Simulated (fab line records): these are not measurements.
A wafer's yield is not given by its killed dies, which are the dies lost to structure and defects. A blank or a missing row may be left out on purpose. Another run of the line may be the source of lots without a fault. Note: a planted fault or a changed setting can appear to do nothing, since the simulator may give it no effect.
Matching of chambers    flow nandHarc    NHARC_P_BONDPAD_CMP_19 on cmp-03 has 4 sister chambers
The step polishes, t overpolish 30 s, cu recess touch 16 s, target thk 160.81 nm. 4 wafers are shown with their chamber, then 10 later ones without.

== EACH WAFER AND ITS CHAMBER ==
wafer   chamber  motorCurrentA (A)
L088.4  3        14.1
L089.1  2        13.6
L090.2  1        11.4
L090.3  0        13.1

== WAFERS WITHOUT THEIR CHAMBER ==
wafer   motorCurrentA (A)
L090.5  12.3
L092.4  13.5
L092.5  13.2
L092.6  11.2
L094.1  14.2
L094.2  13.4
L094.4  11.0
L097.1  11.3
L097.2  12.9
L097.5  12.9

== WHICH CHAMBER EACH WENT THROUGH ==
wafer   from the rows above           in truth
L090.5  can't be placed: 0 or 1 or 2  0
L092.4  can't be placed: 2 or 0 or 3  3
L092.5  can't be placed: 0 or 2       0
L092.6  1                             1
L094.1  can't be placed: 3 or 2       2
L094.2  can't be placed: 2 or 0 or 3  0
L094.4  1                             1
L097.1  1                             1
L097.2  can't be placed: 0 or 2       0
L097.5  can't be placed: 0 or 2       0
3 of 10 placed correctly. Not placeable from these rows: 7 (in 7, the candidates include the true chamber). 0 placed wrongly.
How it was worked out, from the rows above alone: a wafer's distance from a chamber is the root of the sum, over the readings, of the square of ((its reading less the chamber's mean) divided by the reading's scatter). The wafer belongs to the nearest chamber; if the next one is less than 2 further off, it can't be placed. A chamber's mean is the mean of its shown wafers. The scatter (one wafer shown for each chamber): square how far every hidden wafer sits from the nearest shown wafer, average those squares and take the square root.
